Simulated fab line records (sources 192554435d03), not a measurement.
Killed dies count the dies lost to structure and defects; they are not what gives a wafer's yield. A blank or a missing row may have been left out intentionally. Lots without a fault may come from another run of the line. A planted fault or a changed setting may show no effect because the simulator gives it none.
Problem report, 8D (eight disciplines) form, completed by code	flow n5-finfet	the parts of the form that need people (team, actions taken, sign-off) are left out

## 1. PROBLEM STATEMENT
Mean of barrier-field-endpoint-s at N5_BEOL_M15_CMP_49: 13.71 s over 2 wafers from 1 lot, against 11.34 s (standard deviation 0.25) on wafers with no fault. That is +9.5 standard deviations from the usual mean.
The step: polishes, stops on SiO2, t overpolish 4.9 s, target thk 850 nm.
Earliest sighting: wafer L834.3 on cmp-01 at day 14 07:50. The record holds 32 wafers of 11 lots with a number at this step. Rule for "out", or "out of limits": more than 4 standard deviations from the usual mean. All remaining wafers that have a number are taken as sound.

## 2. WHAT IT IS, AND WHAT IT ISN'T
question	is	is not
which readings at this step	barrier-field-endpoint-s	edge-zone-pressure-frac, motor-current-A
which lots	L834	L823, L824, L825, L826, L828, L839, L840, L843, L844, L845
which wafers of those lots	all that have a number	-
read on which tools	cmp-01	cmp-02, cmp-04
when	from day 14 07:50	up to then (15 sound wafers); but 15 sound wafers of L839, L840, L843, L844, L845 came after

## 3. THE SUSPECTS, EACH WITH WHAT RULES IT OUT
Counting: any tool at a process step up to the reading is kept as a suspect provided that every lot that is out went through it and no sound lot did after the first of them.
- pvd-sputter-01 at N5_BEOL_M15_SPUTTER_43 (material TaN, target thk 15 nm, time 24.19 s): ruled out as a lasting fault. The sound lots L844 went through it after L834, its earliest lot that is out (day 14 06:57).
- cmp-01 at N5_BEOL_M15_CMP_49 (polishes, stops on SiO2, t overpolish 4.9 s, target thk 850 nm): ruled out as a lasting fault. The sound lots L843, L844 went through it after L834, its earliest lot that is out (day 14 07:50).
Left after counting: nothing in the record.

## 4. THE CAUSE (what the simulator had put in)
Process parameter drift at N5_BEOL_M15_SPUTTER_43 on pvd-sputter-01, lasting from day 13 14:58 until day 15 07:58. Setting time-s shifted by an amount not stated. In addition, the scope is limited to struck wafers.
The count ruled it out by mistake, since the rule takes a fault to strike every lot its tool runs from the start of the fault on, and this one did not do so.

## 5. SEQUENCE OF EFFECTS, ordered by route
Rows list readings where the struck wafers' mean (over those with a number) sits beyond 3 standard deviations from the usual. Only readings whose record carries a usual standard deviation are examined. hours: median over the lots of the time between each lot's start at the first step of this table that gives one and its start at this step. sigmas: the change, counted in usual standard deviations.
hours	step	reading	usual	on struck wafers	change	sigmas
0	N5_BEOL_M15_CMP_49	barrier-field-endpoint-s	11.34 s	13.71	+2.37	+9.5
Here are the process steps it includes:
- N5_BEOL_M15_CMP_49: polishes, stops on SiO2, t overpolish 4.9 s, target thk 850 nm.

## 6. WHAT WOULD HAVE CAUGHT IT SOONER
In this record no reading fell out of limits until day 14 07:50, 17 hours after the fault had begun at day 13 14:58.
Of the tool readings at N5_BEOL_M15_SPUTTER_43 for which the record gives a usual standard deviation, none was out on any struck wafer, so an alarm limit of 4 standard deviations on them would not have fired.
